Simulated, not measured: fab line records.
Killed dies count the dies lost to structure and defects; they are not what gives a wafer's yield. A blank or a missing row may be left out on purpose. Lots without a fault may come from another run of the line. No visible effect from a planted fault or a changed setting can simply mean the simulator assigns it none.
fab line records	flow nand-harc
record lots=24	wafers=72	last-day=34
route steps=1302 shown A_CONTACT@1003
lots untouched by any fault: they come from a run of this same line in which no faults occurred
start-h: the number of hours between the record's first day and the start of the first shown wafer of the lot	wait-h: hours since the lot's step before	" same as the row above	L1.1+2: one row covering several wafers at once	- no value, or no start was given	* or withheld: withheld	< > ~ a bound
route shown NAME@n: a module of which the file shows steps, and the number in the route of the first	usual: average and standard deviation across the fault-free wafers	same: alike in all rows	chamber/n: place in a boat	sites: readings site by site	_std_site: the values' standard deviation	_edge_site: the outer-site mean with the inner-site mean subtracted	radius-mm: for every site, how far away it sits from the centre of the wafer	mask NAME#n: copy n	behind: the most recent tool/chamber to have shaped the wafer	hold: the reason the lot was held/the length of the hold in hours/how it ended	device: the n, p or np transistor that did not switch	end of line: the same wafers' tests at the end of the route	step lacking rows: just its recipe	killed: at the first sort, the dies lost to defects and structure; wafer yield is something else	map: dies across one wafer; x = killed, . = not, _ = none there
set.NAME: the run value of the setting; set.NAME@STEP: its run value at that earlier step	model.NAME: the simulator's own value behind a step, which no gauge read
one table for each step of the route and one row for each wafer, over a sample of lots
services: the hour from which a tool's chamber was out of use, counted from the record's first day as start-h (under 0 if before that day), plus the number of hours and why
## steps
# step NHARC_A_CONTACT_ETCH_50
# recipe target-depth-a=1210	time-s=60.5	cf4-flow-sccm=100	chf3-flow-sccm=30	ar-flow-sccm=0	rf-w=500	bias-w=200	chemistry=CF4/CHF3
# usual drypump-motor-current-A=5.66/0.18	oes-product-au=0.954/0.023	rf-vpp-V=370.3/2.9	showerhead-plenum-p-Torr=1.57/0.082	throttle-valve-pct=16.802/0.0083
lot.wafer	tool	chamber	start-h	wait-h	drypump-motor-current-A	oes-product-au	rf-hours-counter-h	rf-vpp-V	showerhead-plenum-p-Torr	throttle-valve-pct
L074.4	rie-diel-08	0	-	-	5.78	0.905	38	366.2	1.46	16.800
L074.6	"	2	"	"	5.85	0.925	-	367.7	1.49	16.814
L074.5	"	3	"	"	5.92	0.923	-	369.6	1.53	16.816
L076.1	rie-diel-08	2	-	-	5.84	0.930	38	367.2	1.49	16.807
L076.2	"	3	"	"	5.91	0.924	35	368.2	1.53	16.794
L076.5	"	3	"	"	5.91	0.926	-	367.8	1.53	16.782
L075.1	rie-diel-05	0	-	-	5.54	0.955	11	368.9	1.57	16.796
L075.6	"	0	"	"	5.50	0.958	-	371.7	1.57	16.808
L075.5	"	1	"	"	5.43	0.956	-	369.8	1.63	16.808
L078.1	rie-diel-05	1	-	-	5.42	0.949	14	372.8	1.62	16.786
L078.3	"	0	"	"	5.50	0.960	13	370.8	1.57	16.792
L078.6	"	2	"	"	5.73	0.972	-	366.2	1.46	16.791
L077.4	rie-diel-08	1	-	-	5.49	0.934	48	373.5	1.67	16.803
L077.1	"	0	"	"	5.75	0.916	47	366.1	1.46	16.799
L077.6	"	1	"	"	5.52	0.941	-	374.0	1.67	16.797
L079.1	rie-diel-05	0	-	-	5.48	0.981	15	370.0	1.57	16.810
L079.3	"	3	"	"	5.68	0.969	13	366.2	1.49	16.800
L079.5	"	1	"	"	5.43	0.945	-	372.7	1.62	16.801
L081.3	rie-diel-01	1	-	-	6.08	0.930	59	369.7	1.53	16.816
L081.1	"	0	"	"	5.47	0.913	60	369.6	1.53	16.819
L081.5	"	1	"	"	6.11	0.937	-	369.8	1.53	16.810
L080.3	rie-diel-08	0	-	-	5.73	0.917	53	366.2	1.46	16.804
L080.2	"	2	"	"	5.88	0.927	54	367.1	1.49	16.805
L080.6	"	1	"	"	5.48	0.944	-	373.9	1.67	16.806
L083.2	rie-diel-05	0	-	-	5.51	0.971	23	369.5	1.57	16.814
L083.1	"	1	"	"	5.42	0.963	22	372.0	1.62	16.793
L083.4	"	2	"	"	5.73	0.969	21	366.7	1.46	16.809
L082.4	rie-diel-08	1	-	-	5.50	0.987	2	373.2	1.67	16.792
L082.2	"	2	"	"	5.84	0.959	2	367.0	1.48	16.802
L082.5	"	2	"	"	5.84	0.949	-	367.4	1.48	16.801
L085.3	rie-diel-08	2	-	-	5.83	0.953	10	367.9	1.48	16.793
L085.6	"	1	"	"	5.50	0.959	-	374.2	1.66	16.806
L085.5	"	2	"	"	5.81	0.941	-	367.8	1.48	16.791
L084.2	rie-diel-08	0	-	-	5.73	0.944	11	373.8	1.70	16.811
L084.5	"	2	"	"	5.80	0.939	-	366.5	1.48	16.799
L084.6	"	3	"	"	5.92	0.946	-	368.6	1.52	16.787
L087.1	rie-diel-08	2	-	-	5.84	0.951	17	368.1	1.48	16.808
L087.6	"	1	"	"	5.50	0.968	-	375.0	1.66	16.803
L087.5	"	2	"	"	5.82	0.954	-	368.5	1.48	16.806
L086.2	rie-diel-05	3	-	-	5.65	0.959	3	367.8	1.49	16.805
L086.6	"	3	"	"	5.65	0.966	-	367.0	1.48	16.806
L086.5	"	0	"	"	5.53	0.963	-	369.5	1.56	16.801
L088.3	rie-diel-05	1	-	-	5.41	0.972	4	372.3	1.62	16.816
L088.6	"	2	"	"	5.72	0.984	-	374.6	1.70	16.789
L088.5	"	3	"	"	5.67	0.971	-	366.7	1.48	16.802
L091.3	rie-diel-05	3	-	-	5.64	0.960	8	367.6	1.48	16.798
L091.1	"	0	"	"	5.46	0.969	8	370.1	1.56	16.793
L091.5	"	1	"	"	5.41	0.979	-	372.5	1.62	16.811
L090.2	rie-diel-05	0	-	-	5.51	0.959	9	369.4	1.56	16.801
L090.1	"	2	"	"	5.70	0.986	9	375.3	1.70	16.800
L090.6	"	1	"	"	5.42	0.954	-	372.3	1.62	16.811
L089.3	rie-diel-08	2	-	-	5.87	0.919	26	366.0	1.48	16.810
L089.1	"	3	"	"	5.92	0.913	26	368.1	1.52	16.805
L089.5	"	0	"	"	5.73	0.925	-	373.5	1.69	16.795
L092.3	rie-diel-05	0	-	-	5.51	0.977	14	371.1	1.56	16.789
L092.4	"	1	"	"	5.42	0.977	11	372.4	1.62	16.804
L092.2	"	3	"	"	5.65	0.965	12	367.5	1.48	16.811
L093.2	rie-diel-05	1	-	-	5.44	0.959	14	372.1	1.62	16.795
L093.6	"	0	"	"	5.48	0.970	-	368.6	1.56	16.813
L093.5	"	1	"	"	5.43	0.963	-	371.1	1.62	16.807
L095.1	rie-diel-01	3	-	-	5.68	0.911	43	367.9	1.49	16.816
L095.3	"	1	"	"	6.07	0.922	46	369.3	1.52	16.795
L095.6	"	0	"	"	5.50	0.931	-	367.6	1.52	16.796
L094.4	rie-diel-05	3	-	-	5.65	0.979	15	367.6	1.48	16.789
L094.2	"	2	"	"	5.69	0.986	18	374.6	1.69	16.798
L094.5	"	3	"	"	5.65	0.979	-	367.7	1.48	16.798
L096.2	rie-diel-05	2	-	-	5.70	0.966	21	375.2	1.69	16.795
L096.3	"	3	"	"	5.67	0.969	18	366.9	1.48	16.806
L096.1	"	0	"	"	5.53	0.986	21	369.1	1.56	16.810
L097.1	rie-diel-05	2	-	-	5.67	0.984	24	374.3	1.69	16.801
L097.2	"	3	"	"	5.67	0.972	21	367.4	1.48	16.793
L097.3	"	0	"	"	5.49	0.964	23	371.9	1.56	16.812
# step NHARC_A_CONTACT_ETCH_118
# recipe source-w=withheld	pressure-mtorr=20	bias-v=3000	time-s=190	target-depth-a=18500	ar-flow-sccm=withheld	c4f8-flow-sccm=withheld	o2-flow-sccm=withheld	chemistry=C4F8/O2/Ar
lot.wafer	tool	chamber	start-h	wait-h	rf-hours-counter-h
L074.4	har-cap-etch-03	0	490.52	0.1	-
L074.5	"	1	"	"	-
L074.6	"	0	"	"	-
L076.2	har-cap-etch-03	0	506.00	0.1	45
L076.1	"	1	"	"	45
L076.5	"	1	"	"	-
L075.1	har-cap-etch-02	1	506.41	0.1	85
L075.6	"	1	"	"	-
L075.5	"	0	"	"	-
L078.1	har-cap-etch-03	1	515.12	0.1	48
L078.3	"	1	"	"	-
L078.6	"	1	"	"	-
L077.1	har-cap-etch-03	1	522.31	0.1	51
L077.4	"	0	"	"	-
L077.6	"	1	"	"	-
L079.1	har-cap-etch-01	0	522.84	0.2	3
L079.3	"	1	"	"	-
L079.5	"	0	"	"	-
L081.1	har-cap-etch-01	0	539.71	0.1	7
L081.3	"	1	"	"	-
L081.5	"	1	"	"	-
L080.2	har-cap-etch-03	0	543.84	0.1	56
L080.3	"	1	"	"	-
L080.6	"	1	"	"	-
L083.2	har-cap-etch-01	1	568.24	0.1	12
L083.1	"	0	"	"	12
L083.4	"	1	"	"	-
L082.2	har-cap-etch-03	1	573.05	0.1	60
L082.4	"	0	"	"	-
L082.5	"	1	"	"	-
L085.3	har-cap-etch-02	1	589.44	0.1	-
L085.5	"	1	"	"	-
L085.6	"	0	"	"	-
L084.2	har-cap-etch-01	1	590.59	0.1	16
L084.6	"	1	"	"	-
L084.5	"	0	"	"	-
L087.1	har-cap-etch-01	1	613.64	0.1	20
L087.6	"	1	"	"	-
L087.5	"	0	"	"	-
L086.2	har-cap-etch-02	1	615.80	0.1	106
L086.6	"	0	"	"	-
L086.5	"	1	"	"	-
L088.3	har-cap-etch-02	1	636.01	0.1	-
L088.6	"	1	"	"	-
L088.5	"	0	"	"	-
L091.1	har-cap-etch-02	0	641.82	0.1	110
L091.3	"	0	"	"	-
L091.5	"	1	"	"	-
L090.2	har-cap-etch-01	0	643.88	0.1	26
L090.1	"	1	"	"	26
L090.6	"	1	"	"	-
L089.1	har-cap-etch-03	1	644.44	0.1	70
L089.3	"	0	"	"	-
L089.5	"	0	"	"	-
L092.2	har-cap-etch-02	1	665.51	0.2	116
L092.4	"	0	"	"	-
L092.3	"	1	"	"	-
L093.2	har-cap-etch-02	1	690.45	0.1	118
L093.5	"	0	"	"	-
L093.6	"	1	"	"	-
L095.1	har-cap-etch-01	1	690.70	0.1	34
L095.3	"	1	"	"	-
L095.6	"	0	"	"	-
L094.2	har-cap-etch-03	1	693.65	0.1	78
L094.4	"	1	"	"	-
L094.5	"	1	"	"	-
L096.1	har-cap-etch-03	0	709.70	0.1	82
L096.2	"	1	"	"	82
L096.3	"	1	"	"	-
L097.1	har-cap-etch-02	0	733.60	0.1	125
L097.2	"	1	"	"	125
L097.3	"	0	"	"	-
# step NHARC_A_CONTACT_ETCH_122
# recipe source-w=withheld	pressure-mtorr=20	bias-v=3000	time-s=190	target-depth-a=18500	ar-flow-sccm=withheld	c4f8-flow-sccm=withheld	o2-flow-sccm=withheld	chemistry=C4F8/O2/Ar
lot.wafer	tool	chamber	start-h	wait-h	rf-hours-counter-h
L074.4	har-cap-etch-03	0	491.20	0.1	-
L074.5	"	1	"	"	-
L074.6	"	0	"	"	-
L076.2	har-cap-etch-03	0	506.69	0.1	45
L076.1	"	1	"	"	45
L076.5	"	1	"	"	-
L075.1	har-cap-etch-02	1	507.09	0.1	85
L075.6	"	1	"	"	-
L075.5	"	0	"	"	-
L078.1	har-cap-etch-03	1	515.81	0.1	49
L078.3	"	1	"	"	-
L078.6	"	1	"	"	-
L077.1	har-cap-etch-03	1	523.00	0.1	51
L077.4	"	0	"	"	-
L077.6	"	1	"	"	-
L079.1	har-cap-etch-01	0	523.75	0.2	3
L079.3	"	1	"	"	-
L079.5	"	0	"	"	-
L081.1	har-cap-etch-01	0	540.39	0.1	8
L081.3	"	1	"	"	-
L081.5	"	1	"	"	-
L080.2	har-cap-etch-03	0	544.65	0.2	57
L080.3	"	1	"	"	-
L080.6	"	1	"	"	-
L083.2	har-cap-etch-01	1	568.93	0.1	13
L083.1	"	0	"	"	13
L083.4	"	1	"	"	-
L082.2	har-cap-etch-03	1	573.73	0.1	61
L082.4	"	0	"	"	-
L082.5	"	1	"	"	-
L085.3	har-cap-etch-02	1	590.13	0.1	-
L085.5	"	1	"	"	-
L085.6	"	0	"	"	-
L084.2	har-cap-etch-01	1	591.27	0.1	17
L084.6	"	1	"	"	-
L084.5	"	0	"	"	-
L087.1	har-cap-etch-01	1	614.32	0.1	21
L087.6	"	1	"	"	-
L087.5	"	0	"	"	-
L086.2	har-cap-etch-02	1	616.48	0.1	106
L086.6	"	0	"	"	-
L086.5	"	1	"	"	-
L088.3	har-cap-etch-02	1	636.69	0.1	-
L088.6	"	1	"	"	-
L088.5	"	0	"	"	-
L091.1	har-cap-etch-02	0	642.50	0.1	111
L091.3	"	0	"	"	-
L091.5	"	1	"	"	-
L090.2	har-cap-etch-01	0	644.56	0.1	26
L090.1	"	1	"	"	26
L090.6	"	1	"	"	-
L089.1	har-cap-etch-03	1	645.12	0.1	70
L089.3	"	0	"	"	-
L089.5	"	0	"	"	-
L092.2	har-cap-etch-02	1	666.41	0.2	117
L092.4	"	0	"	"	-
L092.3	"	1	"	"	-
L093.2	har-cap-etch-02	1	691.14	0.1	119
L093.5	"	0	"	"	-
L093.6	"	1	"	"	-
L095.1	har-cap-etch-01	1	691.38	0.1	35
L095.3	"	1	"	"	-
L095.6	"	0	"	"	-
L094.2	har-cap-etch-03	1	694.33	0.1	78
L094.4	"	1	"	"	-
L094.5	"	1	"	"	-
L096.1	har-cap-etch-03	0	710.38	0.1	82
L096.2	"	1	"	"	82
L096.3	"	1	"	"	-
L097.1	har-cap-etch-02	0	734.28	0.1	126
L097.2	"	1	"	"	126
L097.3	"	0	"	"	-
# step NHARC_A_CONTACT_DESCUM_74
# recipe time-s=3	o2-flow-sccm=200	ar-flow-sccm=0	bias-power-w=0	chemistry=O2
# usual drypump-motor-current-A=5.66/0.21	oes-product-au=1.000/0.0083	rf-vpp-V=57.6/0.98	showerhead-plenum-p-Torr=1.89/0.095	throttle-valve-pct=11.311/0.0087
lot.wafer	tool	chamber	start-h	wait-h	drypump-motor-current-A	oes-product-au	rf-hours-counter-h	rf-vpp-V	showerhead-plenum-p-Torr	throttle-valve-pct
L074.4	rie-diel-01	3	501.16	0.1	5.70	0.997	40	58.2	1.83	11.307
L074.6	"	3	"	"	5.69	0.998	-	57.8	1.83	11.308
L074.5	"	0	"	"	5.41	0.991	-	56.3	1.86	11.307
L076.2	rie-diel-08	0	513.26	0.1	5.74	1.001	45	57.6	1.77	11.319
L076.1	"	1	"	"	5.49	1.017	46	57.6	2.04	11.316
L076.5	"	3	"	"	5.94	1.004	-	56.9	1.86	11.314
L075.1	rie-diel-05	2	513.56	0.1	5.71	0.995	12	58.4	1.77	11.305
L075.6	"	2	"	"	5.72	1.003	-	56.3	1.77	11.322
L075.5	"	3	"	"	5.68	0.983	-	57.0	1.80	11.317
L078.1	rie-diel-01	3	522.43	0.1	5.61	1.014	48	56.0	1.83	11.320
L078.3	"	1	"	"	6.08	1.013	54	58.7	1.87	11.320
L078.6	"	3	"	"	5.66	1.009	-	58.1	1.83	11.307
L077.4	rie-diel-05	1	531.80	0.1	5.41	0.991	17	59.1	1.98	11.307
L077.1	"	3	"	"	5.66	0.993	15	57.8	1.80	11.307
L077.6	"	2	"	"	5.71	1.010	-	57.2	1.76	11.302
L079.1	rie-diel-05	0	532.23	0.1	5.49	1.001	17	58.9	1.91	11.318
L079.3	"	1	"	"	5.43	0.975	18	57.3	1.98	11.306
L079.5	"	0	"	"	5.47	1.003	-	57.9	1.90	11.317
L081.3	rie-diel-01	0	547.09	0.1	5.50	0.998	63	55.8	1.85	11.321
L081.1	"	2	"	"	6.13	1.003	51	57.1	1.81	11.306
L081.5	"	1	"	"	6.08	0.999	-	58.0	1.86	11.307
L080.3	rie-diel-05	0	552.77	0.1	5.55	0.997	20	57.5	1.90	11.325
L080.2	"	2	"	"	5.69	1.001	18	56.0	1.76	11.324
L080.6	"	3	"	"	5.66	1.002	-	55.0	1.80	11.302
L083.4	rie-diel-01	3	575.81	0.1	5.69	0.988	3	56.3	1.82	11.308
L083.2	"	1	"	"	6.07	1.011	3	57.2	1.86	11.291
L083.1	"	2	"	"	6.11	0.990	3	57.5	1.81	11.305
L082.2	rie-diel-01	1	580.22	0.1	6.06	1.008	5	58.1	1.86	11.313
L082.4	"	2	"	"	6.11	0.999	5	58.2	1.81	11.323
L082.5	"	1	"	"	6.07	1.007	-	58.0	1.86	11.302
L085.3	rie-diel-05	2	597.49	0.1	5.72	1.016	0	60.6	2.08	11.289
L085.6	"	1	"	"	5.44	0.987	-	58.6	1.98	11.315
L085.5	"	2	"	"	5.70	1.005	-	59.3	2.08	11.330
L084.2	rie-diel-08	3	597.85	0.1	5.90	1.005	13	57.8	1.85	11.310
L084.6	"	1	"	"	5.48	1.009	-	56.4	2.03	11.313
L084.5	"	2	"	"	5.81	1.000	-	57.3	1.79	11.323
L087.1	rie-diel-05	0	626.89	0.1	5.50	1.012	4	56.1	1.90	11.301
L087.6	"	3	"	"	5.64	0.987	-	57.5	1.80	11.317
L087.5	"	0	"	"	5.49	0.993	-	57.2	1.90	11.313
L086.2	rie-diel-05	1	628.67	0.1	5.44	1.003	3	57.6	1.98	11.325
L086.6	"	0	"	"	5.48	1.011	-	58.0	1.90	11.326
L086.5	"	1	"	"	5.43	1.008	-	58.9	1.98	11.308
L088.3	rie-diel-01	0	645.65	0.1	5.47	1.000	29	57.0	1.84	11.324
L088.6	"	0	"	"	5.46	1.001	-	57.8	1.84	11.301
L088.5	"	1	"	"	6.09	0.999	-	56.8	1.85	11.306
L091.3	rie-diel-05	2	650.07	0.1	5.69	1.003	10	58.7	2.07	11.306
L091.1	"	0	"	"	5.48	0.989	10	57.0	1.90	11.300
L091.5	"	1	"	"	5.42	0.992	-	58.6	1.97	11.312
L090.1	rie-diel-08	0	651.40	0.1	5.76	0.996	29	58.3	2.07	11.296
L090.2	"	2	"	"	5.84	0.984	28	58.0	1.79	11.302
L090.6	"	0	"	"	5.74	0.992	-	58.2	2.07	11.328
L089.3	rie-diel-05	0	653.18	0.1	5.47	1.000	11	58.2	1.90	11.319
L089.1	"	1	"	"	5.42	0.998	8	58.4	1.97	11.303
L089.5	"	0	"	"	5.51	0.991	-	58.4	1.90	11.301
L092.3	rie-diel-05	2	673.05	0.1	5.74	1.002	15	58.3	2.07	11.305
L092.4	"	0	"	"	5.48	1.005	15	56.9	1.90	11.318
L092.2	"	1	"	"	5.42	0.997	13	57.5	1.97	11.301
L093.2	rie-diel-05	0	698.24	0.1	5.51	1.003	18	58.6	1.90	11.311
L093.6	"	3	"	"	5.66	1.001	-	57.9	1.79	11.320
L093.5	"	0	"	"	5.54	1.001	-	58.0	1.90	11.304
L095.1	rie-diel-01	0	699.26	0.1	5.44	1.000	48	58.3	1.84	11.311
L095.3	"	2	"	"	6.09	0.995	54	57.0	1.79	11.308
L095.6	"	3	"	"	5.66	0.986	-	56.9	1.81	11.299
L094.2	rie-diel-05	0	704.42	0.1	5.49	1.012	20	58.5	1.90	11.319
L094.4	"	1	"	"	5.43	0.990	18	57.8	1.97	11.315
L094.5	"	0	"	"	5.50	0.995	-	57.1	1.90	11.315
L096.3	rie-diel-08	0	716.80	0.1	5.76	0.994	45	58.4	2.06	11.304
L096.1	"	1	"	"	5.52	1.010	46	55.3	2.02	11.293
L096.2	"	2	"	"	5.84	0.987	45	57.1	1.79	11.316
L097.3	rie-diel-05	3	746.85	0.1	5.65	1.005	23	57.0	1.79	11.310
L097.1	"	0	"	"	5.52	0.995	26	57.2	1.89	11.330
L097.2	"	1	"	"	5.42	0.991	25	56.5	1.97	11.302
# step NHARC_A_CONTACT_ETCH_125
# recipe source-w=withheld	pressure-mtorr=20	bias-v=3000	time-s=197	target-depth-a=19180	ar-flow-sccm=withheld	c4f8-flow-sccm=withheld	o2-flow-sccm=withheld	chemistry=C4F8/O2/Ar
lot.wafer	tool	chamber	start-h	wait-h	rf-hours-counter-h
L074.4	har-cap-etch-02	1	502.98	0.2	-
L074.6	"	0	"	"	-
L074.5	"	1	"	"	-
L076.1	har-cap-etch-01	0	515.00	0.2	0
L076.2	"	1	"	"	0
L076.5	"	0	"	"	-
L075.1	har-cap-etch-02	0	515.80	0.2	87
L075.6	"	1	"	"	-
L075.5	"	0	"	"	-
L078.1	har-cap-etch-03	1	524.21	0.2	52
L078.3	"	0	"	"	-
L078.6	"	0	"	"	-
L077.1	har-cap-etch-01	1	533.78	0.2	4
L077.4	"	0	"	"	-
L077.6	"	0	"	"	-
L079.1	har-cap-etch-03	1	534.41	0.2	54
L079.3	"	0	"	"	-
L079.5	"	1	"	"	-
L081.1	har-cap-etch-02	0	548.82	0.2	94
L081.3	"	0	"	"	-
L081.5	"	1	"	"	-
L080.2	har-cap-etch-01	1	554.54	0.2	10
L080.3	"	1	"	"	-
L080.6	"	0	"	"	-
L083.1	har-cap-etch-02	1	577.57	0.2	98
L083.2	"	0	"	"	98
L083.4	"	1	"	"	-
L082.2	har-cap-etch-01	0	581.99	0.2	14
L082.4	"	0	"	"	-
L082.5	"	0	"	"	-
L085.3	har-cap-etch-02	0	599.32	0.2	-
L085.6	"	1	"	"	-
L085.5	"	0	"	"	-
L084.2	har-cap-etch-01	1	599.60	0.2	18
L084.6	"	0	"	"	-
L084.5	"	1	"	"	-
L087.1	har-cap-etch-03	0	628.72	0.2	65
L087.5	"	0	"	"	-
L087.6	"	1	"	"	-
L086.2	har-cap-etch-01	1	630.46	0.2	22
L086.6	"	0	"	"	-
L086.5	"	1	"	"	-
L088.3	har-cap-etch-02	0	647.50	0.2	-
L088.5	"	1	"	"	-
L088.6	"	0	"	"	-
L091.1	har-cap-etch-01	0	652.16	0.2	27
L091.3	"	1	"	"	-
L091.5	"	0	"	"	-
L090.2	har-cap-etch-03	1	653.19	0.2	71
L090.1	"	0	"	"	71
L090.6	"	1	"	"	-
L089.1	har-cap-etch-02	0	655.26	0.2	113
L089.3	"	0	"	"	-
L089.5	"	0	"	"	-
L092.2	har-cap-etch-01	0	674.79	0.2	32
L092.3	"	0	"	"	-
L092.4	"	1	"	"	-
L093.2	har-cap-etch-02	0	700.08	0.2	120
L093.5	"	1	"	"	-
L093.6	"	0	"	"	-
L095.1	har-cap-etch-01	1	701.00	0.2	36
L095.3	"	1	"	"	-
L095.6	"	0	"	"	-
L094.2	har-cap-etch-03	0	706.15	0.2	79
L094.4	"	0	"	"	-
L094.5	"	1	"	"	-
L096.2	har-cap-etch-01	0	718.90	0.2	39
L096.1	"	1	"	"	39
L096.3	"	0	"	"	-
L097.2	har-cap-etch-02	0	748.60	0.2	126
L097.1	"	1	"	"	126
L097.3	"	0	"	"	-
# step NHARC_A_CONTACT_ETCH_126
# recipe source-w=withheld	pressure-mtorr=20	bias-v=3000	time-s=197	target-depth-a=19180	ar-flow-sccm=withheld	c4f8-flow-sccm=withheld	o2-flow-sccm=withheld	chemistry=C4F8/O2/Ar
lot.wafer	tool	chamber	start-h	wait-h	rf-hours-counter-h
L074.4	har-cap-etch-02	1	503.16	0.1	-
L074.6	"	0	"	"	-
L074.5	"	1	"	"	-
L076.1	har-cap-etch-01	0	515.17	0.1	0
L076.2	"	1	"	"	0
L076.5	"	0	"	"	-
L075.1	har-cap-etch-02	0	515.97	0.1	88
L075.6	"	1	"	"	-
L075.5	"	0	"	"	-
L078.1	har-cap-etch-03	1	524.38	0.1	52
L078.3	"	0	"	"	-
L078.6	"	0	"	"	-
L077.1	har-cap-etch-01	1	533.95	0.1	4
L077.4	"	0	"	"	-
L077.6	"	0	"	"	-
L079.1	har-cap-etch-03	1	534.59	0.2	54
L079.3	"	0	"	"	-
L079.5	"	1	"	"	-
L081.1	har-cap-etch-02	0	549.00	0.1	95
L081.3	"	0	"	"	-
L081.5	"	1	"	"	-
L080.2	har-cap-etch-01	1	554.71	0.1	10
L080.3	"	1	"	"	-
L080.6	"	0	"	"	-
L083.1	har-cap-etch-02	1	577.75	0.2	98
L083.2	"	0	"	"	98
L083.4	"	1	"	"	-
L082.2	har-cap-etch-01	0	582.16	0.1	14
L082.4	"	0	"	"	-
L082.5	"	0	"	"	-
L085.3	har-cap-etch-02	0	599.50	0.1	-
L085.6	"	1	"	"	-
L085.5	"	0	"	"	-
L084.2	har-cap-etch-01	1	599.77	0.1	18
L084.6	"	0	"	"	-
L084.5	"	1	"	"	-
L087.1	har-cap-etch-03	0	628.96	0.2	66
L087.5	"	0	"	"	-
L087.6	"	1	"	"	-
L086.2	har-cap-etch-01	1	630.64	0.1	22
L086.6	"	0	"	"	-
L086.5	"	1	"	"	-
L088.3	har-cap-etch-02	0	647.68	0.1	-
L088.5	"	1	"	"	-
L088.6	"	0	"	"	-
L091.1	har-cap-etch-01	0	652.33	0.1	27
L091.3	"	1	"	"	-
L091.5	"	0	"	"	-
L090.2	har-cap-etch-03	1	653.43	0.2	71
L090.1	"	0	"	"	71
L090.6	"	1	"	"	-
L089.1	har-cap-etch-02	0	655.43	0.1	114
L089.3	"	0	"	"	-
L089.5	"	0	"	"	-
L092.2	har-cap-etch-01	0	674.97	0.1	32
L092.3	"	0	"	"	-
L092.4	"	1	"	"	-
L093.2	har-cap-etch-02	0	700.32	0.2	120
L093.5	"	1	"	"	-
L093.6	"	0	"	"	-
L095.1	har-cap-etch-01	1	701.17	0.1	36
L095.3	"	1	"	"	-
L095.6	"	0	"	"	-
L094.2	har-cap-etch-03	0	706.33	0.1	79
L094.4	"	0	"	"	-
L094.5	"	1	"	"	-
L096.2	har-cap-etch-01	0	719.08	0.1	39
L096.1	"	1	"	"	39
L096.3	"	0	"	"	-
L097.2	har-cap-etch-02	0	748.77	0.1	127
L097.1	"	1	"	"	127
L097.3	"	0	"	"	-
## services
tool	chamber	start-h	hours	kind
rie-diel-05	0	465.13	-	clean
rie-diel-05	1	465.13	-	clean
rie-diel-05	2	465.13	-	clean
rie-diel-05	3	465.13	-	clean
rie-diel-01	0	483.12	3.1	repair
rie-diel-05	0	489.65	-	clean
har-cap-etch-01	-	497.01	17.0	pm
har-cap-etch-01	0	497.01	17.0	vent-cycle
har-cap-etch-01	1	497.01	17.0	vent-cycle
har-cap-etch-01	0	514.01	-	clean
har-cap-etch-01	1	514.01	-	clean
har-cap-etch-01	1	514.01	-	consumable-replace:focus-ring
har-cap-etch-01	-	532.44	0.2	repair
rie-diel-08	-	549.95	9.0	pm
rie-diel-01	-	559.61	9.0	pm
rie-diel-08	3	561.34	3.8	repair
rie-diel-08	2	573.35	5.6	repair
rie-diel-01	1	638.78	4.6	repair
rie-diel-05	3	646.49	9.0	repair
rie-diel-01	3	676.45	2.4	repair
rie-diel-08	3	711.05	8.7	repair
rie-diel-01	0	724.39	9.6	repair
rie-diel-08	-	726.95	9.0	pm
rie-diel-01	-	736.61	9.0	pm
## key
fault none
